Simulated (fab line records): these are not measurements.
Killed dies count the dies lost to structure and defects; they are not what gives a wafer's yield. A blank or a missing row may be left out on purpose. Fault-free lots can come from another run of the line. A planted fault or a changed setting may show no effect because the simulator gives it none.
fab line records | flow nandHarc
record: lots: 6 wafers: 18 lastDay: 24
route steps=1159 shown A_STAIRCASE@710 END@1159
lots with no fault: from the same line, run without faults
startH: hours from the record's first day to the start of the lot's first wafer shown | waitH: hours from the lot's prior step to this one | " the same as in the row above | L1.1+2: one row covering several wafers at once | - value missing, or start not given | * or withheld: withheld | < > ~ a bound
route shown NAME@n: names a module that has steps shown in the file, with the first one's number in the route | usual: average and standard deviation across the fault-free wafers | same: alike in all rows | chamber/n: place in a boat | sites: each site's reading | _std_site: their standard deviation | _edge_site: inner sites' mean taken away from outer sites' mean | radiusMm: for every site, how far away it sits from the centre of the wafer | mask NAME#n: copy n | behind: the tool/chamber that last shaped the wafer | hold: the reason the lot was held/the length of the hold in hours/how it ended | device: the n, p or np transistor that did not switch | end of line: the route-end tests of the same wafers | a step without rows: its recipe alone | killed: the dies lost at the first sort to structure and to defects; this is not the yield of the wafer | map: shows each die of a wafer: x if killed, . if not, _ if none is there
set.NAME: the setting as run; set.NAME@STEP: as run at that earlier step | model.NAME: the simulator's own value behind a step, which no gauge read
lots at some steps of the route; a table a step, a row a wafer
services: from which hour (startH, from the record's first day; less than 0 if before it) a tool's chamber was out of use, for how many hours, and why
== steps ==
step: NHARC_A_STAIRCASE_DEP_322
recipe: targetThkA: 38000 tempC: 400 targetThkNm: 3800 teosFlowSccm: 200 rfW: 500 material: SiO2
usual: heaterPowerW: 625/110
columns lot.wafer tool chamber startH waitH heaterPowerW
L688.3 pecvd-04 0 296.20 0.1 777
L688.5 " 0 " " 658
L688.4 " 1 " " 504
L689.1 pecvd-01 0 302.82 0.7 732
L689.5 " 2 " " 441
L689.6 " 1 " " 693
L697.6 pecvd-01 2 358.53 0.3 436
L697.5 " 0 " " 670
L697.4 " 1 " " 685
L698.2 pecvd-01 2 368.46 0.3 485
L698.4 " 0 " " 647
L698.5 " 1 " " 701
L703.2 pecvd-03 0 386.82 0.3 560
L703.5 " 1 " " 576
L703.6 " 2 " " 544
L707.3 pecvd-04 1 414.05 0.1 539
L707.2 " 2 " " 682
L707.5 " 0 " " 657
step: NHARC_A_STAIRCASE_ANNEAL_323
recipe: tempC: 750 timeS: 1800
step: NHARC_A_STAIRCASE_DEP_325
recipe: targetThkA: 38000 tempC: 400 targetThkNm: 3800 teosFlowSccm: 200 rfW: 500 material: SiO2
usual: heaterPowerW: 623/110
columns lot.wafer tool chamber startH waitH heaterPowerW
L688.3 pecvd-01 1 303.40 0.2 769
L688.5 " 0 " " 634
L688.4 " 1 " " 699
L689.1 pecvd-01 1 310.18 0.3 788
L689.5 " 0 " " 655
L689.6 " 1 " " 694
L697.6 pecvd-03 2 365.58 0.3 534
L697.5 " 0 " " 501
L697.4 " 1 " " 588
L698.2 pecvd-01 1 375.54 0.3 843
L698.5 " 2 " " 446
L698.4 " 1 " " 680
L703.2 pecvd-03 0 393.85 0.2 604
L703.5 " 2 " " 531
L703.6 " 0 " " 500
L707.3 pecvd-03 0 422.83 0.3 519
L707.2 " 2 " " 551
L707.5 " 2 " " 540
step: NHARC_A_STAIRCASE_ANNEAL_326
recipe: tempC: 750 timeS: 1800
step: NHARC_A_STAIRCASE_DEHYDRATE_433
recipe: tempC: 150 timeS: 120
step: NHARC_A_STAIRCASE_HMDS_434
recipe: timeS: 30
step: NHARC_A_STAIRCASE_COAT_435
recipe: spinRpm: 1200
step: NHARC_A_STAIRCASE_SOFTBAKE_436
recipe: tempC: 135 timeS: 170
step: NHARC_A_STAIRCASE_EBR_437
step: NHARC_A_STAIRCASE_EXPOSE_438
recipe: na: 0.5 doseMj: 28.97 maskId: STAIR_REV
usual: exposureDoseMJCm2: 28.97/0.03 stageVelMmS: 500.05/0.24
columns lot.wafer tool chamber startH waitH mask exposureDoseMJCm2 stageVelMmS
L688.3 krfScanner-01 0 311.52 - STAIR_REV#0 28.93 500.01
L688.4 " 0 " " STAIR_REV#0 28.97 499.82
L688.5 " 0 " " STAIR_REV#0 28.98 500.11
L689.1 krfScanner-03 0 318.97 - STAIR_REV#0 28.94 500.25
L689.5 " 0 " " STAIR_REV#0 28.98 500.17
L689.6 " 0 " " STAIR_REV#0 28.92 499.99
L697.4 krfScanner-01 0 373.52 - STAIR_REV#0 41.45 499.89
L697.5 " 0 " " STAIR_REV#0 41.47 500.41
L697.6 " 0 " " STAIR_REV#0 41.46 500.02
L698.2 krfScanner-01 0 382.63 - STAIR_REV#0 41.48 500.26
L698.4 " 0 " " STAIR_REV#0 41.45 499.74
L698.5 " 0 " " STAIR_REV#0 41.44 499.74
L703.2 krfScanner-03 0 401.26 - STAIR_REV#0 29.01 500.30
L703.5 " 0 " " STAIR_REV#0 28.96 500.41
L703.6 " 0 " " STAIR_REV#0 28.97 500.30
L707.2 krfScanner-03 0 429.99 - STAIR_REV#0 28.96 500.03
L707.3 " 0 " " STAIR_REV#0 28.91 499.78
L707.5 " 0 " " STAIR_REV#0 28.92 500.32
step: NHARC_A_STAIRCASE_PEB_439
recipe: pebTempC: 115 pebTimeS: 130
step: NHARC_END_SORT_01
recipe: tempC: 25
usual: killedAtArray: 27/9.3 killedAtOther: 0.9/1.3 killedAtPeriphery: 3.6/2.7 killedDies: 31/9.7 killedOpen: 3.3/1.8 killedShort: 2.0/1.5
same: grossDies: 677
columns lot.wafer tool chamber startH waitH killedAtArray killedAtOther killedAtPeriphery killedDies killedOpen killedShort
L688.3 prober-01 0 456.08 3.1 23 3 4 30 4 1
L688.4 prober-01 0 456.89 3.4 21 1 0 22 1 1
L688.5 prober-01 0 457.69 3.7 19 2 5 26 4 6
L689.1 prober-01 0 470.11 2.5 21 1 2 24 1 1
L689.5 prober-01 0 473.32 3.7 20 1 5 26 4 2
L689.6 prober-01 0 474.12 4.0 16 0 3 19 3 2
L697.4 prober-01 0 507.29 3.4 35 1 0 36 4 0
L697.5 prober-01 0 508.09 3.7 40 1 1 42 4 2
L697.6 prober-01 0 508.90 4.0 34 2 0 36 5 0
L698.2 prober-02 0 531.96 2.8 39 1 4 44 7 3
L698.4 prober-02 0 533.56 3.4 25 0 3 28 2 1
L698.5 prober-02 0 534.36 3.7 24 1 0 25 1 0
L703.2 prober-01 0 541.77 2.8 26 1 4 31 3 4
L703.5 prober-01 0 544.16 3.7 28 1 2 31 4 2
L703.6 prober-01 0 544.96 4.0 24 5 1 30 3 3
L707.2 prober-01 0 568.28 2.8 32 0 3 35 3 2
L707.3 prober-01 0 569.08 3.1 31 1 1 33 3 1
L707.5 prober-01 0 570.68 3.7 26 0 2 28 5 1
killed by level:class
L688.3 A_CHANNEL_HOLE_D1:chamberFilmFlake=9 A_CONTACT:chamberFilmFlake=9 THIN_TSV:chamberFilmFlake=3 P_STI:chamberFilmFlake=2 P_CONTACT:geometricParticle:open=1 A_CHANNEL_FILL_D1:geometricParticle:open=1 A_WL_FILL:geometricParticle:open=1 A_CONTACT:geometricParticle:open=1
L688.4 A_CHANNEL_HOLE_D1:chamberFilmFlake=10 A_CONTACT:chamberFilmFlake=9 A_ONON_D1:geometricParticle:short=1 A_BLC:geometricParticle:open=1 THIN_TSV:chamberFilmFlake=1
L688.5 A_CHANNEL_HOLE_D1:chamberFilmFlake=12 A_M1:geometricParticle:short=2 A_CONTACT:chamberFilmFlake=2 P_STI:geometricParticle:open=1 P_GATE:geometricParticle:open=1 P_CONTACT:geometricParticle:open=1 P_CONTACT:geometricParticle:short=1 P_M2:geometricParticle:short=1
L689.1 A_CHANNEL_HOLE_D1:chamberFilmFlake=13 A_STAIRCASE:chamberFilmFlake=6 P_CONTACT:geometricParticle:open=1 A_CHANNEL_FILL_D1:geometricParticle:short=1 P_GATE:chamberFilmFlake=1 A_CONTACT:chamberFilmFlake=1 THIN_TSV:chamberFilmFlake=1
L689.5 A_CHANNEL_HOLE_D1:chamberFilmFlake=15 A_STAIRCASE:chamberFilmFlake=3 P_M0:geometricParticle:open=2 P_GATE:geometricParticle:short=1 P_CONTACT:geometricParticle:open=1 A_CHANNEL_FILL_D1:geometricParticle:short=1 A_CONTACT:geometricParticle:open=1 P_ZERO_WELL:chamberFilmFlake=1
L689.6 A_CHANNEL_HOLE_D1:chamberFilmFlake=9 P_STI:chamberFilmFlake=2 A_ONON_D1:geometricParticle:short=1 A_CHANNEL_FILL_D1:geometricParticle:short=1 A_CONTACT:geometricParticle:open=1 A_BLC:geometricParticle:open=1 A_M0:geometricParticle:open=1 P_CONTACT:chamberFilmFlake=1
L697.4 A_CHANNEL_HOLE_D1:chamberFilmFlake=15 A_SLIT:chamberFilmFlake=12 A_CONTACT:geometricParticle:open=2 A_ZERO_WELL:chamberFilmFlake=2 A_ONON_D1:geometricParticle:open=1 A_M0:geometricParticle:open=1 A_STAIRCASE:chamberFilmFlake=1 A_WL_FILL:chamberFilmFlake=1
L697.5 A_CHANNEL_HOLE_D1:chamberFilmFlake=19 A_SLIT:chamberFilmFlake=10 A_STAIRCASE:chamberFilmFlake=2 A_SOURCE_PLATE:geometricParticle:short=1 A_ONON_D1:geometricParticle:open=1 A_WL_FILL:geometricParticle:open=1 A_CONTACT:geometricParticle:short=1 A_CONTACT:geometricParticle:open=1
L697.6 A_SLIT:chamberFilmFlake=11 A_CHANNEL_HOLE_D1:chamberFilmFlake=10 A_STAIRCASE:chamberFilmFlake=4 A_BLC:geometricParticle:open=2 THIN_TSV:chamberFilmFlake=2 A_CONTACT:chamberFilmFlake=2 A_CHANNEL_FILL_D1:geometricParticle:open=1 A_SGD_CUT:geometricParticle:open=1
L698.2 A_SLIT:chamberFilmFlake=15 A_CHANNEL_HOLE_D1:chamberFilmFlake=5 A_CONTACT:chamberFilmFlake=5 A_BLC:chamberFilmFlake=3 A_ONON_D1:geometricParticle:open=2 A_M0:geometricParticle:open=2 A_STAIRCASE:chamberFilmFlake=2 P_GATE:geometricParticle:open=1
L698.4 A_SLIT:chamberFilmFlake=12 A_CONTACT:chamberFilmFlake=4 A_CHANNEL_HOLE_D1:chamberFilmFlake=3 A_ZERO_WELL:chamberFilmFlake=2 A_BLC:chamberFilmFlake=2 A_CHANNEL_FILL_D1:chamberFilmFlake=2 P_GATE:geometricParticle:open=1 P_M1:geometricParticle:short=1
L698.5 A_SLIT:chamberFilmFlake=8 A_CHANNEL_HOLE_D1:chamberFilmFlake=6 A_CONTACT:chamberFilmFlake=5 A_BLC:chamberFilmFlake=2 A_ONON_D1:geometricParticle:open=1 A_CHANNEL_FILL_D1:chamberFilmFlake=1 A_STAIRCASE:chamberFilmFlake=1 THIN_TSV:chamberFilmFlake=1
L703.2 A_CHANNEL_HOLE_D1:chamberFilmFlake=20 A_CONTACT:chamberFilmFlake=2 P_M0:geometricParticle:open=1 P_M0:geometricParticle:short=1 P_M1:geometricParticle:short=1 A_SGD_CUT:geometricParticle:open=1 A_WL_FILL:geometricParticle:short=1 A_M0:geometricParticle:open=1
L703.5 A_CHANNEL_HOLE_D1:chamberFilmFlake=17 A_CHANNEL_FILL_D1:geometricParticle:open=2 A_STAIRCASE:chamberFilmFlake=2 A_CONTACT:chamberFilmFlake=2 A_ONON_D1:geometricParticle:short=1 A_CHANNEL_FILL_D1:geometricParticle:short=1 A_CONTACT:geometricParticle:open=1 A_M0:geometricParticle:open=1
L703.6 A_CHANNEL_HOLE_D1:chamberFilmFlake=17 HYBRID_BOND:chamberFilmFlake=3 A_STAIRCASE:chamberFilmFlake=2 P_M1:geometricParticle:open=1 A_CHANNEL_FILL_D1:geometricParticle:short=1 A_SGD_CUT:geometricParticle:short=1 A_M0:geometricParticle:open=1 THIN_TSV:geometricParticle:short=1
L707.2 A_CHANNEL_HOLE_D1:chamberFilmFlake=19 A_STAIRCASE:chamberFilmFlake=3 A_CONTACT:chamberFilmFlake=3 A_CONTACT:geometricParticle:open=2 A_ZERO_WELL:chamberFilmFlake=2 P_CONTACT:geometricParticle:open=1 A_SGD_CUT:geometricParticle:short=1 A_CONTACT:geometricParticle:short=1
L707.3 A_CHANNEL_HOLE_D1:chamberFilmFlake=19 A_STAIRCASE:chamberFilmFlake=5 A_CONTACT:chamberFilmFlake=4 A_ONON_D1:geometricParticle:short=1 A_CHANNEL_HOLE_D1:geometricParticle:open=1 A_CONTACT:geometricParticle:open=1 STARTING-WAFER:geometricParticle:open=1 P_GATE:chamberFilmFlake=1
L707.5 A_CHANNEL_HOLE_D1:chamberFilmFlake=15 A_CONTACT:chamberFilmFlake=4 A_CONTACT:geometricParticle:open=3 P_GATE:geometricParticle:open=1 A_CHANNEL_FILL_D1:geometricParticle:short=1 A_M0:geometricParticle:open=1 P_GATE:chamberFilmFlake=1 A_STAIRCASE:chamberFilmFlake=1
== services ==
columns tool chamber startH hours kind
pecvd-03 - 292.26 13.0 pm
pecvd-03 0 292.26 13.0 ventCycle
pecvd-03 1 292.26 13.0 ventCycle
pecvd-03 2 292.26 13.0 ventCycle
pecvd-03 0 305.26 - clean
pecvd-03 1 305.26 - clean
pecvd-03 2 305.26 - clean
pecvd-03 - 329.20 4.0 repair
krfScanner-03 - 340.00 4.0 pm
pecvd-04 0 344.92 9.3 repair
pecvd-04 - 376.00 13.0 pm
pecvd-04 0 376.00 13.0 ventCycle
pecvd-04 1 376.00 13.0 ventCycle
pecvd-04 2 376.00 13.0 ventCycle
krfScanner-03 0 377.95 - calibration
pecvd-04 0 389.00 - clean
pecvd-04 1 389.00 - clean
pecvd-04 2 389.00 - clean
pecvd-01 - 418.11 13.0 pm
pecvd-01 0 418.11 13.0 ventCycle
pecvd-01 1 418.11 13.0 ventCycle
pecvd-01 2 418.11 13.0 ventCycle
krfScanner-01 - 428.00 4.0 pm
== key ==
firstSign: step: NHARC_A_STAIRCASE_EXPOSE_438 reading: exposureDoseMJCm2 direction: up sigmas: 99+ usual: 28.97 struck: 41.46
effect none on later readings
metAt NHARC_A_STAIRCASE_EXPOSE_438
struckWafers L697.4,L697.5,L697.6,L698.2,L698.4,L698.5
testerLeftOut L697,L698
onsetBetween 311.52 373.52
fault: kind: processParameterDrift tool: krfScanner-01 chamber: - onsetH: 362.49 steps: NHARC_A_STAIRCASE_EXPOSE_438 channel: doseMj offset: 12.501 shape: step actsIn: theseRecipesOnly stated: 28.97
testerLeftOut: of these lots the tester's yield and bins aren't shown, on N5 and GAA mostly nor the transistor test; their killed dies are dies lost to structure and defects alone, not to doping, threshold or leakage, so they don't give the yield
